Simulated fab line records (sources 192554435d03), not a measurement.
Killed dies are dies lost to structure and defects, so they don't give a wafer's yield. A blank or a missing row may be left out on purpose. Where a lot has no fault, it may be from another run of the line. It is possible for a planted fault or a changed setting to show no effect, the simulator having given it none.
Which of the tools did it? / flow n5_finfet / Sampling: 14 lots, 42 wafers, 7 of 1938 route steps

WHAT THE GAUGES READ, wafer by wafer
N5_PMOS_HMC_CHANNEL_EPI_THK_MEAS_22. Usual: HMC_CMP_THK 53.6 nm, standard deviation 0.69.
lot=L297; measured=day 1 19:27; on=film_metro-01; HMC_CMP_THK (nm)=52.5 53.7 52.7; flag=
lot=L298; measured=day 2 01:29; on=film_metro-01; HMC_CMP_THK (nm)=52.8 52.3 52.8; flag=
lot=L299; measured=day 2 07:34; on=film_metro-02; HMC_CMP_THK (nm)=53.1 53.4 53.2; flag=
lot=L300; measured=day 2 14:02; on=film_metro-02; HMC_CMP_THK (nm)=54.1 53.1 52.7; flag=
lot=L301; measured=day 2 20:29; on=film_metro-02; HMC_CMP_THK (nm)=52.8 53.9 53.5; flag=
lot=L308; measured=day 4 13:50; on=film_metro-02; HMC_CMP_THK (nm)=53.3 53.7 54.4; flag=
lot=L309; measured=day 4 19:35; on=film_metro-02; HMC_CMP_THK (nm)=53.4 53.3 53.9; flag=
lot=L312; measured=day 5 14:38; on=film_metro-01; HMC_CMP_THK (nm)=53.1 52.9 54.2; flag=
lot=L313; measured=day 5 19:20; on=film_metro-01; HMC_CMP_THK (nm)=53.5 54.3 53.5; flag=
lot=L315; measured=day 6 08:04; on=film_metro-01; HMC_CMP_THK (nm)=52.8 54.2 52.7; flag=
lot=L316; measured=day 6 14:18; on=film_metro-02; HMC_CMP_THK (nm)=53.6 54.6 54.2; flag=
lot=L317; measured=day 6 20:49; on=film_metro-02; HMC_CMP_THK (nm)=53.3 54.8 54.2; flag=
lot=L318; measured=day 7 02:09; on=film_metro-02; HMC_CMP_THK (nm)=54.1 53.9 52.8; flag=
lot=L319; measured=day 7 08:00; on=film_metro-02; HMC_CMP_THK (nm)=54.5 53.0 53.7; flag=

N5_FIN_SAQP_THK_MEAS_05. Usual: thk_nm reads 37.9 nm (standard deviation 0.55).
lot=L297; measured=day 1 20:53; on=film_metro-01; thk_nm (nm)=37.6 37.1 38.1; flag=
lot=L298; measured=day 2 02:36; on=film_metro-01; thk_nm (nm)=37.8 37.4 38.1; flag=
lot=L299; measured=day 2 09:04; on=film_metro-01; thk_nm (nm)=37.3 37.5 38.3; flag=
lot=L300; measured=day 2 15:17; on=film_metro-01; thk_nm (nm)=37.3 38.5 38.6; flag=
lot=L301; measured=day 2 21:50; on=film_metro-02; thk_nm (nm)=37.7 38.0 38.8; flag=
lot=L308; measured=day 4 15:18; on=film_metro-02; thk_nm (nm)=36.8 20.6 21.0; flag=OFF
lot=L309; measured=day 4 20:46; on=film_metro-02; thk_nm (nm)=37.6 37.3 20.6; flag=OFF
lot=L312; measured=day 5 15:49; on=film_metro-01; thk_nm (nm)=38.0 38.1 38.1; flag=
lot=L313; measured=day 5 20:30; on=film_metro-02; thk_nm (nm)=37.5 37.7 38.4; flag=
lot=L315; measured=day 6 09:10; on=film_metro-01; thk_nm (nm)=37.4 38.2 38.7; flag=
lot=L316; measured=day 6 15:45; on=film_metro-01; thk_nm (nm)=37.8 38.2 38.4; flag=
lot=L317; measured=day 6 22:00; on=film_metro-01; thk_nm (nm)=38.8 39.2 38.6; flag=
lot=L318; measured=day 7 03:23; on=film_metro-01; thk_nm (nm)=38.0 38.6 39.1; flag=
lot=L319; measured=day 7 09:07; on=film_metro-02; thk_nm (nm)=37.9 37.8 38.1; flag=

N5_BEOL_M4_RC_MEAS_101. Usual: DIBL_N 36.4 mV/V, standard deviation 1.4; DIBL_P 36.4 mV/V, standard deviation 1.5; IOFF_N 0.156 nA/um, standard deviation 0.022; IOFF_P 0.210 nA/um, standard deviation 0.023; ION_N 675 uA/um, standard deviation 9.1; ION_P 463 uA/um, standard deviation 5.7; SS_N 71.6 mV/dec, standard deviation 0.45; SS_P 73.3 mV/dec, standard deviation 0.56; VT_N 250 mV, standard deviation 3.1; VT_P -250.3 mV, standard deviation 2.3.
lot=L297; measured=day 9 06:28; on=prober-01; DIBL_N (mV/V)=35.5 38.7 37.8; DIBL_P (mV/V)=32.1 36.9 35.6; IOFF_N (nA/um)=0.117 0.175 0.158; IOFF_P (nA/um)=0.181 0.263 0.238; ION_N (uA/um)=667 674 680; ION_P (uA/um)=459 463 465; SS_N (mV/dec)=71.3 72.3 72.1; SS_P (mV/dec)=73.0 73.6 74.2; VT_N (mV)=259 249 251; VT_P (mV)=-252.0 -247.5 -249.4; flag=
lot=L298; measured=day 9 10:19; on=prober-01; DIBL_N (mV/V)=36.4 34.4 35.7; DIBL_P (mV/V)=38.4 36.0 37.3; IOFF_N (nA/um)=0.172 0.147 0.159; IOFF_P (nA/um)=0.220 0.183 0.201; ION_N (uA/um)=680 676 680; ION_P (uA/um)=464 466 463; SS_N (mV/dec)=71.4 71.8 71.4; SS_P (mV/dec)=73.1 73.3 73.2; VT_N (mV)=248 251 252; VT_P (mV)=-247.6 -254.1 -251.3; flag=
lot=L299; measured=day 10 06:00; on=prober-02; DIBL_N (mV/V)=34.5 35.7 35.5; DIBL_P (mV/V)=34.8 36.9 37.1; IOFF_N (nA/um)=0.139 0.163 0.166; IOFF_P (nA/um)=0.180 0.217 0.213; ION_N (uA/um)=663 672 678; ION_P (uA/um)=453 459 462; SS_N (mV/dec)=71.0 71.0 71.6; SS_P (mV/dec)=72.3 73.5 73.3; VT_N (mV)=252 248 248; VT_P (mV)=-248.9 -248.0 -248.4; flag=
lot=L300; measured=day 9 12:20; on=prober-01; DIBL_N (mV/V)=36.2 36.3 35.1; DIBL_P (mV/V)=35.6 34.6 34.0; IOFF_N (nA/um)=0.170 0.162 0.144; IOFF_P (nA/um)=0.205 0.180 0.169; ION_N (uA/um)=681 673 677; ION_P (uA/um)=461 455 454; SS_N (mV/dec)=72.0 71.7 71.5; SS_P (mV/dec)=73.3 73.7 73.6; VT_N (mV)=244 249 250; VT_P (mV)=-249.8 -252.2 -253.3; flag=
lot=L301; measured=day 10 05:55; on=prober-01; DIBL_N (mV/V)=34.3 34.1 35.5; DIBL_P (mV/V)=35.6 34.4 36.1; IOFF_N (nA/um)=0.126 0.120 0.141; IOFF_P (nA/um)=0.196 0.192 0.218; ION_N (uA/um)=674 677 673; ION_P (uA/um)=469 472 472; SS_N (mV/dec)=70.8 71.4 71.5; SS_P (mV/dec)=72.6 72.4 73.1; VT_N (mV)=250 254 248; VT_P (mV)=-251.6 -249.2 -245.6; flag=
lot=L308; measured=day 12 00:41; on=prober-02; DIBL_N (mV/V)=34.5 38.1 38.7; DIBL_P (mV/V)=34.7 39.4 40.1; IOFF_N (nA/um)=0.114 0.183 0.199; IOFF_P (nA/um)=0.184 0.257 0.274; ION_N (uA/um)=654 672 683; ION_P (uA/um)=456 463 473; SS_N (mV/dec)=71.6 72.9 72.5; SS_P (mV/dec)=72.0 74.0 73.3; VT_N (mV)=259 250 249; VT_P (mV)=-250.2 -246.1 -246.3; flag=
lot=L309; measured=day 11 17:19; on=prober-01; DIBL_N (mV/V)=35.0 36.0 37.2; DIBL_P (mV/V)=35.1 36.3 38.1; IOFF_N (nA/um)=0.130 0.140 0.166; IOFF_P (nA/um)=0.182 0.199 0.227; ION_N (uA/um)=666 671 673; ION_P (uA/um)=459 462 464; SS_N (mV/dec)=71.2 71.7 71.8; SS_P (mV/dec)=72.8 74.3 74.6; VT_N (mV)=252 253 250; VT_P (mV)=-256.3 -251.6 -250.6; flag=
lot=L312; measured=day 12 16:17; on=prober-01; DIBL_N (mV/V)=36.2 37.6 37.3; DIBL_P (mV/V)=33.8 36.6 36.0; IOFF_N (nA/um)=0.155 0.175 0.173; IOFF_P (nA/um)=0.191 0.228 0.223; ION_N (uA/um)=677 684 687; ION_P (uA/um)=456 468 465; SS_N (mV/dec)=71.6 71.5 71.4; SS_P (mV/dec)=72.4 73.7 73.1; VT_N (mV)=248 249 248; VT_P (mV)=-249.8 -247.9 -247.1; flag=
lot=L313; measured=day 13 01:37; on=prober-01; DIBL_N (mV/V)=37.7 37.9 38.8; DIBL_P (mV/V)=38.4 38.2 40.0; IOFF_N (nA/um)=0.171 0.176 0.190; IOFF_P (nA/um)=0.213 0.225 0.240; ION_N (uA/um)=681 681 691; ION_P (uA/um)=467 465 463; SS_N (mV/dec)=71.7 72.3 71.6; SS_P (mV/dec)=73.4 73.7 73.7; VT_N (mV)=250 249 249; VT_P (mV)=-251.3 -249.6 -248.2; flag=
lot=L315; measured=day 13 18:05; on=prober-02; DIBL_N (mV/V)=39.0 37.2 37.0; DIBL_P (mV/V)=37.6 35.8 35.3; IOFF_N (nA/um)=0.191 0.156 0.150; IOFF_P (nA/um)=0.251 0.227 0.210; ION_N (uA/um)=683 678 674; ION_P (uA/um)=470 469 462; SS_N (mV/dec)=72.0 71.0 71.3; SS_P (mV/dec)=73.5 73.2 73.4; VT_N (mV)=250 251 253; VT_P (mV)=-247.7 -247.3 -249.9; flag=
lot=L316; measured=day 13 23:07; on=prober-02; DIBL_N (mV/V)=34.7 34.6 33.9; DIBL_P (mV/V)=36.0 35.4 34.7; IOFF_N (nA/um)=0.134 0.130 0.116; IOFF_P (nA/um)=0.192 0.187 0.168; ION_N (uA/um)=678 661 665; ION_P (uA/um)=465 459 456; SS_N (mV/dec)=71.1 71.7 71.0; SS_P (mV/dec)=72.3 72.1 72.4; VT_N (mV)=252 251 254; VT_P (mV)=-251.0 -251.1 -252.2; flag=
lot=L317; measured=day 14 03:29; on=prober-02; DIBL_N (mV/V)=35.8 34.8 35.5; DIBL_P (mV/V)=35.7 34.3 35.9; IOFF_N (nA/um)=0.152 0.131 0.142; IOFF_P (nA/um)=0.211 0.188 0.224; ION_N (uA/um)=673 672 673; ION_P (uA/um)=468 465 467; SS_N (mV/dec)=71.3 71.2 71.6; SS_P (mV/dec)=73.6 73.3 73.2; VT_N (mV)=252 251 252; VT_P (mV)=-248.7 -250.2 -248.7; flag=
lot=L318; measured=day 14 05:38; on=prober-01; DIBL_N (mV/V)=37.2 38.5 36.9; DIBL_P (mV/V)=37.8 37.8 36.5; IOFF_N (nA/um)=0.178 0.199 0.160; IOFF_P (nA/um)=0.224 0.230 0.202; ION_N (uA/um)=680 683 681; ION_P (uA/um)=465 464 466; SS_N (mV/dec)=71.8 72.1 71.9; SS_P (mV/dec)=73.4 73.7 73.5; VT_N (mV)=246 247 248; VT_P (mV)=-249.6 -250.2 -252.1; flag=
lot=L319; measured=day 14 15:42; on=prober-02; DIBL_N (mV/V)=37.2 36.8 35.9; DIBL_P (mV/V)=38.6 37.0 35.9; IOFF_N (nA/um)=0.187 0.166 0.152; IOFF_P (nA/um)=0.259 0.228 0.212; ION_N (uA/um)=685 671 675; ION_P (uA/um)=477 465 467; SS_N (mV/dec)=72.3 72.1 71.6; SS_P (mV/dec)=73.5 74.1 73.8; VT_N (mV)=246 248 249; VT_P (mV)=-249.3 -249.0 -250.1; flag=

WHICH TOOL RAN EACH LOT (tool, then ch and the chambers of the sampled wafers, then the start)
lot=L297; N5_WELL_APT_EPI_41=epi_rpcvd-02 ch 0, day 1 16:15; N5_FIN_SAQP_HM_DEP_03=pecvd-04 ch 0,1, day 1 20:49; N5_FIN_SAQP_PECVD_48=pecvd-04 ch 0,1,2, day 1 21:01; N5_FIN_SAQP_HM_OPEN_33=rie_diel-05 ch 0,2,3, day 2 01:29
lot=L298; N5_WELL_APT_EPI_41=epi_rpcvd-01 ch 0, day 1 22:17; N5_FIN_SAQP_HM_DEP_03=pecvd-03 ch 0,1,2, day 2 02:31; N5_FIN_SAQP_PECVD_48=pecvd-01 ch 0,1,2, day 2 02:40; N5_FIN_SAQP_HM_OPEN_33=rie_diel-03 ch 0,1,2, day 2 07:27
lot=L299; N5_WELL_APT_EPI_41=epi_rpcvd-02 ch 0, day 2 04:07; N5_FIN_SAQP_HM_DEP_03=pecvd-01 ch 0,1,2, day 2 08:59; N5_FIN_SAQP_PECVD_48=pecvd-04 ch 0,1, day 2 09:10; N5_FIN_SAQP_HM_OPEN_33=rie_diel-02 ch 0,1,2, day 2 15:51
lot=L300; N5_WELL_APT_EPI_41=epi_rpcvd-04 ch 0, day 2 10:25; N5_FIN_SAQP_HM_DEP_03=pecvd-01 ch 0,1, day 2 15:10; N5_FIN_SAQP_PECVD_48=pecvd-04 ch 0,1, day 2 15:23; N5_FIN_SAQP_HM_OPEN_33=rie_diel-05 ch 0,2,3, day 2 20:46
lot=L301; N5_WELL_APT_EPI_41=epi_rpcvd-01 ch 0, day 2 17:16; N5_FIN_SAQP_HM_DEP_03=pecvd-04 ch 0,1, day 2 21:43; N5_FIN_SAQP_PECVD_48=pecvd-01 ch 0,1, day 2 21:56; N5_FIN_SAQP_HM_OPEN_33=rie_diel-05 ch 0,2,3, day 3 03:20
lot=L308; N5_WELL_APT_EPI_41=epi_rpcvd-02 ch 0, day 4 10:17; N5_FIN_SAQP_HM_DEP_03=pecvd-01 ch 0,1,2, day 4 15:13; N5_FIN_SAQP_PECVD_48=pecvd-03 ch 0,1,2, day 4 15:23; N5_FIN_SAQP_HM_OPEN_33=rie_diel-05 ch 0,2,3, day 5 00:20
lot=L309; N5_WELL_APT_EPI_41=epi_rpcvd-01 ch 0, day 4 16:17; N5_FIN_SAQP_HM_DEP_03=pecvd-01 ch 0,1, day 4 20:40; N5_FIN_SAQP_PECVD_48=pecvd-04 ch 1,2, day 4 20:50; N5_FIN_SAQP_HM_OPEN_33=rie_diel-03 ch 1,3, day 5 02:55
lot=L312; N5_WELL_APT_EPI_41=epi_rpcvd-01 ch 0, day 5 10:48; N5_FIN_SAQP_HM_DEP_03=pecvd-04 ch 0,1,2, day 5 15:43; N5_FIN_SAQP_PECVD_48=pecvd-01 ch 0,1,2, day 5 15:54; N5_FIN_SAQP_HM_OPEN_33=rie_diel-05 ch 0,1,2, day 5 22:21
lot=L313; N5_WELL_APT_EPI_41=epi_rpcvd-02 ch 0, day 5 15:55; N5_FIN_SAQP_HM_DEP_03=pecvd-03 ch 0,2, day 5 20:25; N5_FIN_SAQP_PECVD_48=pecvd-04 ch 0,1, day 5 20:35; N5_FIN_SAQP_HM_OPEN_33=rie_diel-02 ch 0,2,3, day 6 01:14
lot=L315; N5_WELL_APT_EPI_41=epi_rpcvd-04 ch 0, day 6 04:46; N5_FIN_SAQP_HM_DEP_03=pecvd-03 ch 0,2, day 6 09:05; N5_FIN_SAQP_PECVD_48=pecvd-01 ch 0,1, day 6 09:14; N5_FIN_SAQP_HM_OPEN_33=rie_diel-02 ch 1,2,3, day 6 13:53
lot=L316; N5_WELL_APT_EPI_41=epi_rpcvd-02 ch 0, day 6 11:02; N5_FIN_SAQP_HM_DEP_03=pecvd-03 ch 0,1,2, day 6 15:40; N5_FIN_SAQP_PECVD_48=pecvd-04 ch 0,1,2, day 6 15:50; N5_FIN_SAQP_HM_OPEN_33=rie_diel-03 ch 1,3, day 6 20:52
lot=L317; N5_WELL_APT_EPI_41=epi_rpcvd-01 ch 0, day 6 17:28; N5_FIN_SAQP_HM_DEP_03=pecvd-03 ch 0,1, day 6 21:55; N5_FIN_SAQP_PECVD_48=pecvd-04 ch 1,2, day 6 22:05; N5_FIN_SAQP_HM_OPEN_33=rie_diel-02 ch 0,1, day 7 02:30
lot=L318; N5_WELL_APT_EPI_41=epi_rpcvd-02 ch 0, day 6 22:49; N5_FIN_SAQP_HM_DEP_03=pecvd-03 ch 0,1, day 7 03:19; N5_FIN_SAQP_PECVD_48=pecvd-01 ch 0,2, day 7 03:28; N5_FIN_SAQP_HM_OPEN_33=rie_diel-02 ch 2,3, day 7 08:23
lot=L319; N5_WELL_APT_EPI_41=epi_rpcvd-02 ch 0, day 7 04:32; N5_FIN_SAQP_HM_DEP_03=pecvd-04 ch 0,2, day 7 09:01; N5_FIN_SAQP_PECVD_48=pecvd-03 ch 0,1,2, day 7 09:11; N5_FIN_SAQP_HM_OPEN_33=rie_diel-02 ch 0,1,2, day 7 14:21
- N5_WELL_APT_EPI_41: deposits Si from SiH4/H2, target thk 50 nm, time 297.7 s.
- N5_FIN_SAQP_HM_DEP_03: deposits SiNx from SiH4/NH3/N2, target thk 38 nm, time 33.6 s.
- N5_FIN_SAQP_PECVD_48: deposits SiNx from SiH4/NH3/N2, target thk 25 nm, time 22.1 s.
- N5_FIN_SAQP_HM_OPEN_33: chemistry CH3F/O2, target SiNx, target depth 49.4 nm, time 70.6 s.

AS READ BY THE TOOLS THEMSELVES (means over the sampled wafers that have a number; for cases with no such wafer, the mark the record gives instead)
N5_WELL_APT_EPI_41. Usual: throttle_valve_pct reads 11.01 % (standard deviation 0.24).
lot=L297; tool=epi_rpcvd-02; throttle_valve_pct (%)=11.15; flag=
lot=L298; tool=epi_rpcvd-01; throttle_valve_pct (%)=10.78; flag=
lot=L299; tool=epi_rpcvd-02; throttle_valve_pct (%)=11.15; flag=
lot=L300; tool=epi_rpcvd-04; throttle_valve_pct (%)=11.01; flag=
lot=L301; tool=epi_rpcvd-01; throttle_valve_pct (%)=10.86; flag=
lot=L308; tool=epi_rpcvd-02; throttle_valve_pct (%)=11.22; flag=
lot=L309; tool=epi_rpcvd-01; throttle_valve_pct (%)=10.92; flag=
lot=L312; tool=epi_rpcvd-01; throttle_valve_pct (%)=10.85; flag=
lot=L313; tool=epi_rpcvd-02; throttle_valve_pct (%)=11.28; flag=
lot=L315; tool=epi_rpcvd-04; throttle_valve_pct (%)=10.83; flag=
lot=L316; tool=epi_rpcvd-02; throttle_valve_pct (%)=11.20; flag=
lot=L317; tool=epi_rpcvd-01; throttle_valve_pct (%)=10.79; flag=
lot=L318; tool=epi_rpcvd-02; throttle_valve_pct (%)=11.08; flag=
lot=L319; tool=epi_rpcvd-02; throttle_valve_pct (%)=11.42; flag=

N5_FIN_SAQP_HM_DEP_03. Usual: heater_power_outer_w 465 W, standard deviation 79; heater_power_w 780 W, standard deviation 110; showerhead_plenum_p_Torr 5.15 Torr, standard deviation 0.072; throttle_valve_pct 40.9 %, standard deviation 1.6.
lot=L297; tool=pecvd-04; heater_power_outer_w (W)=413; heater_power_w (W)=693; showerhead_plenum_p_Torr (Torr)=5.08; throttle_valve_pct (%)=39.9; flag=
lot=L298; tool=pecvd-03; heater_power_outer_w (W)=431; heater_power_w (W)=751; showerhead_plenum_p_Torr (Torr)=5.13; throttle_valve_pct (%)=40.3; flag=
lot=L299; tool=pecvd-01; heater_power_outer_w (W)=496; heater_power_w (W)=811; showerhead_plenum_p_Torr (Torr)=5.23; throttle_valve_pct (%)=42.1; flag=
lot=L300; tool=pecvd-01; heater_power_outer_w (W)=518; heater_power_w (W)=851; showerhead_plenum_p_Torr (Torr)=5.20; throttle_valve_pct (%)=42.2; flag=
lot=L301; tool=pecvd-04; heater_power_outer_w (W)=421; heater_power_w (W)=697; showerhead_plenum_p_Torr (Torr)=5.08; throttle_valve_pct (%)=40.0; flag=
lot=L308; tool=pecvd-01; heater_power_outer_w (W)=505; heater_power_w (W)=829; showerhead_plenum_p_Torr (Torr)=5.22; throttle_valve_pct (%)=42.2; flag=
lot=L309; tool=pecvd-01; heater_power_outer_w (W)=504; heater_power_w (W)=833; showerhead_plenum_p_Torr (Torr)=5.19; throttle_valve_pct (%)=42.3; flag=
lot=L312; tool=pecvd-04; heater_power_outer_w (W)=429; heater_power_w (W)=727; showerhead_plenum_p_Torr (Torr)=5.08; throttle_valve_pct (%)=39.2; flag=
lot=L313; tool=pecvd-03; heater_power_outer_w (W)=504; heater_power_w (W)=816; showerhead_plenum_p_Torr (Torr)=5.14; throttle_valve_pct (%)=39.9; flag=
lot=L315; tool=pecvd-03; heater_power_outer_w (W)=450; heater_power_w (W)=747; showerhead_plenum_p_Torr (Torr)=5.13; throttle_valve_pct (%)=39.8; flag=
lot=L316; tool=pecvd-03; heater_power_outer_w (W)=484; heater_power_w (W)=815; showerhead_plenum_p_Torr (Torr)=5.13; throttle_valve_pct (%)=40.4; flag=
lot=L317; tool=pecvd-03; heater_power_outer_w (W)=474; heater_power_w (W)=811; showerhead_plenum_p_Torr (Torr)=5.16; throttle_valve_pct (%)=41.1; flag=
lot=L318; tool=pecvd-03; heater_power_outer_w (W)=415; heater_power_w (W)=747; showerhead_plenum_p_Torr (Torr)=5.13; throttle_valve_pct (%)=41.1; flag=
lot=L319; tool=pecvd-04; heater_power_outer_w (W)=510; heater_power_w (W)=855; showerhead_plenum_p_Torr (Torr)=5.12; throttle_valve_pct (%)=38.9; flag=

N5_FIN_SAQP_PECVD_48. Usual: heater_power_outer_w 466 W, standard deviation 91; heater_power_w 780 W, standard deviation 130; showerhead_plenum_p_Torr 5.14 Torr, standard deviation 0.076; throttle_valve_pct 40.6 %, standard deviation 1.7.
lot=L297; tool=pecvd-04; heater_power_outer_w (W)=432; heater_power_w (W)=724; showerhead_plenum_p_Torr (Torr)=5.09; throttle_valve_pct (%)=39.4; flag=
lot=L298; tool=pecvd-01; heater_power_outer_w (W)=561; heater_power_w (W)=911; showerhead_plenum_p_Torr (Torr)=5.22; throttle_valve_pct (%)=41.9; flag=
lot=L299; tool=pecvd-04; heater_power_outer_w (W)=406; heater_power_w (W)=693; showerhead_plenum_p_Torr (Torr)=5.07; throttle_valve_pct (%)=40.0; flag=
lot=L300; tool=pecvd-04; heater_power_outer_w (W)=423; heater_power_w (W)=734; showerhead_plenum_p_Torr (Torr)=5.11; throttle_valve_pct (%)=39.3; flag=
lot=L301; tool=pecvd-01; heater_power_outer_w (W)=452; heater_power_w (W)=756; showerhead_plenum_p_Torr (Torr)=5.17; throttle_valve_pct (%)=43.2; flag=
lot=L308; tool=pecvd-03; heater_power_outer_w (W)=467; heater_power_w (W)=792; showerhead_plenum_p_Torr (Torr)=5.13; throttle_valve_pct (%)=40.5; flag=
lot=L309; tool=pecvd-04; heater_power_outer_w (W)=348; heater_power_w (W)=600; showerhead_plenum_p_Torr (Torr)=5.05; throttle_valve_pct (%)=38.6; flag=
lot=L312; tool=pecvd-01; heater_power_outer_w (W)=514; heater_power_w (W)=849; showerhead_plenum_p_Torr (Torr)=5.22; throttle_valve_pct (%)=42.2; flag=
lot=L313; tool=pecvd-04; heater_power_outer_w (W)=478; heater_power_w (W)=818; showerhead_plenum_p_Torr (Torr)=5.11; throttle_valve_pct (%)=39.5; flag=
lot=L315; tool=pecvd-01; heater_power_outer_w (W)=506; heater_power_w (W)=825; showerhead_plenum_p_Torr (Torr)=5.19; throttle_valve_pct (%)=42.2; flag=
lot=L316; tool=pecvd-04; heater_power_outer_w (W)=370; heater_power_w (W)=641; showerhead_plenum_p_Torr (Torr)=5.08; throttle_valve_pct (%)=39.3; flag=
lot=L317; tool=pecvd-04; heater_power_outer_w (W)=398; heater_power_w (W)=660; showerhead_plenum_p_Torr (Torr)=5.07; throttle_valve_pct (%)=39.7; flag=
lot=L318; tool=pecvd-01; heater_power_outer_w (W)=591; heater_power_w (W)=939; showerhead_plenum_p_Torr (Torr)=5.26; throttle_valve_pct (%)=41.4; flag=
lot=L319; tool=pecvd-03; heater_power_outer_w (W)=469; heater_power_w (W)=800; showerhead_plenum_p_Torr (Torr)=5.13; throttle_valve_pct (%)=40.5; flag=

N5_FIN_SAQP_HM_OPEN_33. Usual: chamber_pressure_mTorr 29.998 mTorr (standard deviation 0.027); drypump_motor_current_A 5.9 A (standard deviation 0.48); etch_rf_on_time_s 69.0 s (standard deviation 1.3); oes_product_au 0.67 a.u. (standard deviation 0.068); rf_vpp_V 299 V (standard deviation 3.5); showerhead_plenum_p_Torr 2.03 Torr (standard deviation 0.078); throttle_valve_pct 16.37 % (standard deviation 0.21).
lot=L297; tool=rie_diel-05; chamber_pressure_mTorr (mTorr)=29.981; drypump_motor_current_A (A)=6.0; etch_rf_on_time_s (s)=67.5; oes_product_au (a.u.)=0.67; rf_vpp_V (V)=301; showerhead_plenum_p_Torr (Torr)=2.09; throttle_valve_pct (%)=16.28; flag=
lot=L298; tool=rie_diel-03; chamber_pressure_mTorr (mTorr)=29.989; drypump_motor_current_A (A)=6.3; etch_rf_on_time_s (s)=70.0; oes_product_au (a.u.)=0.63; rf_vpp_V (V)=299; showerhead_plenum_p_Torr (Torr)=2.01; throttle_valve_pct (%)=16.38; flag=
lot=L299; tool=rie_diel-02; chamber_pressure_mTorr (mTorr)=29.986; drypump_motor_current_A (A)=5.8; etch_rf_on_time_s (s)=68.9; oes_product_au (a.u.)=0.62; rf_vpp_V (V)=299; showerhead_plenum_p_Torr (Torr)=1.99; throttle_valve_pct (%)=16.51; flag=
lot=L300; tool=rie_diel-05; chamber_pressure_mTorr (mTorr)=29.998; drypump_motor_current_A (A)=6.0; etch_rf_on_time_s (s)=69.0; oes_product_au (a.u.)=0.66; rf_vpp_V (V)=301; showerhead_plenum_p_Torr (Torr)=2.09; throttle_valve_pct (%)=16.30; flag=
lot=L301; tool=rie_diel-05; chamber_pressure_mTorr (mTorr)=29.975; drypump_motor_current_A (A)=6.0; etch_rf_on_time_s (s)=69.4; oes_product_au (a.u.)=0.66; rf_vpp_V (V)=300; showerhead_plenum_p_Torr (Torr)=2.09; throttle_valve_pct (%)=16.32; flag=
lot=L308; tool=rie_diel-05; chamber_pressure_mTorr (mTorr)=29.970; drypump_motor_current_A (A)=6.0; etch_rf_on_time_s (s)=46.8; oes_product_au (a.u.)=0.64; rf_vpp_V (V)=300; showerhead_plenum_p_Torr (Torr)=2.08; throttle_valve_pct (%)=16.34; flag=OFF
lot=L309; tool=rie_diel-03; chamber_pressure_mTorr (mTorr)=29.970; drypump_motor_current_A (A)=6.5; etch_rf_on_time_s (s)=58.2; oes_product_au (a.u.)=0.65; rf_vpp_V (V)=298; showerhead_plenum_p_Torr (Torr)=2.06; throttle_valve_pct (%)=16.13; flag=OFF
lot=L312; tool=rie_diel-05; chamber_pressure_mTorr (mTorr)=30.005; drypump_motor_current_A (A)=5.5; etch_rf_on_time_s (s)=68.7; oes_product_au (a.u.)=0.69; rf_vpp_V (V)=299; showerhead_plenum_p_Torr (Torr)=2.04; throttle_valve_pct (%)=16.23; flag=
lot=L313; tool=rie_diel-02; chamber_pressure_mTorr (mTorr)=30.037; drypump_motor_current_A (A)=6.0; etch_rf_on_time_s (s)=68.9; oes_product_au (a.u.)=0.65; rf_vpp_V (V)=301; showerhead_plenum_p_Torr (Torr)=2.03; throttle_valve_pct (%)=16.50; flag=
lot=L315; tool=rie_diel-02; chamber_pressure_mTorr (mTorr)=30.002; drypump_motor_current_A (A)=5.6; etch_rf_on_time_s (s)=68.6; oes_product_au (a.u.)=0.70; rf_vpp_V (V)=298; showerhead_plenum_p_Torr (Torr)=1.99; throttle_valve_pct (%)=16.43; flag=
lot=L316; tool=rie_diel-03; chamber_pressure_mTorr (mTorr)=29.999; drypump_motor_current_A (A)=6.3; etch_rf_on_time_s (s)=69.3; oes_product_au (a.u.)=0.66; rf_vpp_V (V)=296; showerhead_plenum_p_Torr (Torr)=2.03; throttle_valve_pct (%)=16.25; flag=
lot=L317; tool=rie_diel-02; chamber_pressure_mTorr (mTorr)=30.016; drypump_motor_current_A (A)=5.8; etch_rf_on_time_s (s)=71.5; oes_product_au (a.u.)=0.67; rf_vpp_V (V)=301; showerhead_plenum_p_Torr (Torr)=2.05; throttle_valve_pct (%)=16.31; flag=
lot=L318; tool=rie_diel-02; chamber_pressure_mTorr (mTorr)=29.988; drypump_motor_current_A (A)=5.9; etch_rf_on_time_s (s)=69.6; oes_product_au (a.u.)=0.68; rf_vpp_V (V)=300; showerhead_plenum_p_Torr (Torr)=2.04; throttle_valve_pct (%)=16.54; flag=
lot=L319; tool=rie_diel-02; chamber_pressure_mTorr (mTorr)=30.006; drypump_motor_current_A (A)=5.7; etch_rf_on_time_s (s)=69.1; oes_product_au (a.u.)=0.66; rf_vpp_V (V)=298; showerhead_plenum_p_Torr (Torr)=1.97; throttle_valve_pct (%)=16.42; flag=

THE ANSWER, worked out from the rows above alone
Rule: lot off if the mean of its wafers having a number is beyond 3 standard deviations from the usual mean. A lot without any number at a reading at which 4 lots or more have one is off too. The other lots that the step has rows for count as sound. The gauges are gone through in route order, then the tools' own readings, and for those a lot's mean is taken as printed above. At the first step where some lot is off, the reading lying furthest off is the one used; lots without a number count as furthest.
Off at N5_FIN_SAQP_THK_MEAS_05 (thk_nm): L308, L309.
If a tool, at a process step before that reading, ran all the lots that are off and no sound lot after the first of them, it fits. The gauges at N5_FIN_SAQP_THK_MEAS_05 aren't tried: what is off there is off at N5_FIN_SAQP_HM_OPEN_33 too, on other tools, and a gauge's error can't cause that. One candidate fits, namely pecvd-01 at N5_FIN_SAQP_HM_DEP_03. Its last sound lot is L300 (day 2 15:10), its first lot that is off L308 (day 4 15:13): a fault that began between those two fits.

WHAT THE SIMULATOR PUT IN
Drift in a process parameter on pecvd-01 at N5_FIN_SAQP_HM_DEP_03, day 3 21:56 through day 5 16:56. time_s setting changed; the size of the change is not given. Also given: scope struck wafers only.
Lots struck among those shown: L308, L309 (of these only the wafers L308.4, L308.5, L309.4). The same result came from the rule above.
